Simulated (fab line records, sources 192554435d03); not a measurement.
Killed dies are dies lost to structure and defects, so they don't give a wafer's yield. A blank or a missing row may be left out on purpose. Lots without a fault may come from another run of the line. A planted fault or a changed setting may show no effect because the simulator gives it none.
A struck lot beside a sound one | flow n5_finfet | 35 steps out of a route of 1938
Sound: wafers L260.2, L260.4, L260.5. Struck: wafers L261.2, L261.3, L261.5. The cause comes at the end.
At each step with rows: each side's tool, then ch and its chambers, then its first start. Under that, the readings that differ: sound wafers | struck wafers | difference of the means | sigmas: that difference in standard deviations of wafers without a fault.
alike: readings whose means differ by less than 2 such deviations, and words and numbers that are the same on both sides. not compared: withheld readings, readings that some wafer has no value for, bounds like >300 that may hide the same value, and numbers for which the record gives no deviation and whose values overlap.
The two part at a step that has a row with sigmas, a row that says differs or no value, or rows on one side only. Numbers that don't overlap but have no deviation are shown without sigmas and don't part them. A reading that every wafer of one side lacks parts them only if that side has two wafers or more.

first, 10 steps without rows for these wafers: N5_BEOL_M2_STRIP_36 (strips in N2/H2); N5_BEOL_M2_TRENCH_ETCH_37 (etches SiOC in C4F6/O2, target depth 55.555 nm, time 29.2 s); N5_BEOL_M2_ETCH_41 (etches SiCN in CH3F/O2, target depth 29.9 nm, time 52.5 s); N5_BEOL_M2_STRIP_97 (strips in N2/H2, time 10 s); N5_BEOL_M2_HM_STRIP_39 (strips TiN in peroxide tin strip, target depth 25 nm, time 158 s); N5_BEOL_M2_SRD_40 (time 30 s); N5_BEOL_M2_PRECLEAN_42 (cleans in residue remover, time 60 s); N5_BEOL_M2_SRD_43 (time 30 s); N5_BEOL_M2_DEGAS_44 (time 60 s); N5_BEOL_M2_PRE_CLEAN_45 (time 30 s).
N5_BEOL_M2_ALD_84: deposits TaN, pulse time 2 s, purge time 3 s, co reactant purge time 2 s.
  sound on ald_metal-04 ch 0,2,3, day 10 16:52; struck on ald_metal-04 ch 0,3, day 10 17:56
  no value came back on the struck wafers for ald_cycles, chamber_pressure_Torr (Torr), heater_power_w (W); on the sound wafers ald_cycles reads 30 30 30
then, 21 steps without rows for these wafers: N5_BEOL_M2_SURFACE_TREAT_85; N5_BEOL_M2_CVD_47 (deposits Co from CCTBA/H2, target thk 3 nm, time 223.8 s); N5_BEOL_M2_SPUTTER_48 (material Cu, target thk 4.5 nm, time 8.29 s); N5_BEOL_M2_ANNEAL_49 (time 240 s); N5_BEOL_M2_SPUTTER_79 (material Cu, target thk 4.5 nm, time 8.29 s); N5_BEOL_M2_ANNEAL_80 (time 240 s); N5_BEOL_M2_SPUTTER_81 (material Cu, target thk 4.5 nm, time 8.29 s); N5_BEOL_M2_ANNEAL_82 (time 240 s); N5_BEOL_M2_SPUTTER_86 (material Cu, target thk 4.5 nm, time 8.29 s); N5_BEOL_M2_ANNEAL_87 (time 240 s); N5_BEOL_M2_SPUTTER_88 (material Cu, target thk 4.5 nm, time 8.29 s); N5_BEOL_M2_ANNEAL_89 (time 240 s); N5_BEOL_M2_SPUTTER_90 (material Cu, target thk 4.5 nm, time 8.29 s); N5_BEOL_M2_ANNEAL_91 (time 240 s); N5_BEOL_M2_SPUTTER_92 (material Cu, target thk 4.5 nm, time 8.29 s); N5_BEOL_M2_ANNEAL_93 (time 240 s); N5_BEOL_M2_SPUTTER_94 (material Cu, target thk 4.5 nm, time 8.29 s); N5_BEOL_M2_ANNEAL_95 (time 240 s); N5_BEOL_M2_SPUTTER_96 (material Cu, target thk 4.5 nm, time 8.29 s); N5_BEOL_M2_ECD_50 (material Cu, target thk 300 nm); N5_BEOL_M2_ANNEAL_51 (time 90 s).
N5_BEOL_M2_CMP_52: polishes, stops on SiOC, t overpolish 6.8 s, target thk 40 nm.
  sound on cmp-03 ch 0,1,3, day 10 23:45; struck on cmp-02 ch 2,3, day 10 20:56
  reading                      | sound          | struck         | difference | sigmas
  barrier_field_endpoint_s (s) | 25.0 25.3 25.3 | 22.1 23.9 22.7 | -2.3       | -4
  alike: motor_current_A
N5_BEOL_M4_RC_MEAS_101:
  the record has rows for the sound wafers here (prober-01 ch 0, day 12 02:37) and none for the struck ones
-- the record jumps here: 5 days lie between the struck wafers' starts before and after (it left off in module BEOL_M4 and takes up again in module PASSIVATION, whose first step shown is number 1936 of the route) --
N5_PASSIVATION_PROBE_49:
  sound on prober-02, day 16 00:08; struck on prober-02, day 15 16:23
  reading                  | sound          | struck            | difference | sigmas
  defect_limited_yield (%) | 93.1 90.1 89.6 | 0 0 0             | -91        | -57
  killed_at_M0_to_M3       | 31 40 39       | 1133 1120 1110    | +1084      | +99 or more
  killed_dies              | 82 117 123     | 1180 1180 1180    | +1073      | +56
  killed_on_rim            | 6 15 20        | 152 152 152       | +138       | +34
  sort_bin_4_leakage (%)   | 0 0 0          | 94.58 90.51 91.78 | +92.29     |
  sort_n_pass              | 1098 1063 1057 | 0 0 0             | -1073      | -56
  sort_yield_pct (%)       | 93.1 90.1 89.6 | 0 0 0             | -91        | -57
  alike: killed_at_M4_up, killed_at_contacts, killed_at_front_end, killed_at_other, killed_open, killed_short, sort_bin_5_function, sort_bin_6_memory

WHERE THEY PART
First at N5_BEOL_M2_ALD_84; last, within this record, at N5_PASSIVATION_PROBE_49.

WHY: what the simulator had put in
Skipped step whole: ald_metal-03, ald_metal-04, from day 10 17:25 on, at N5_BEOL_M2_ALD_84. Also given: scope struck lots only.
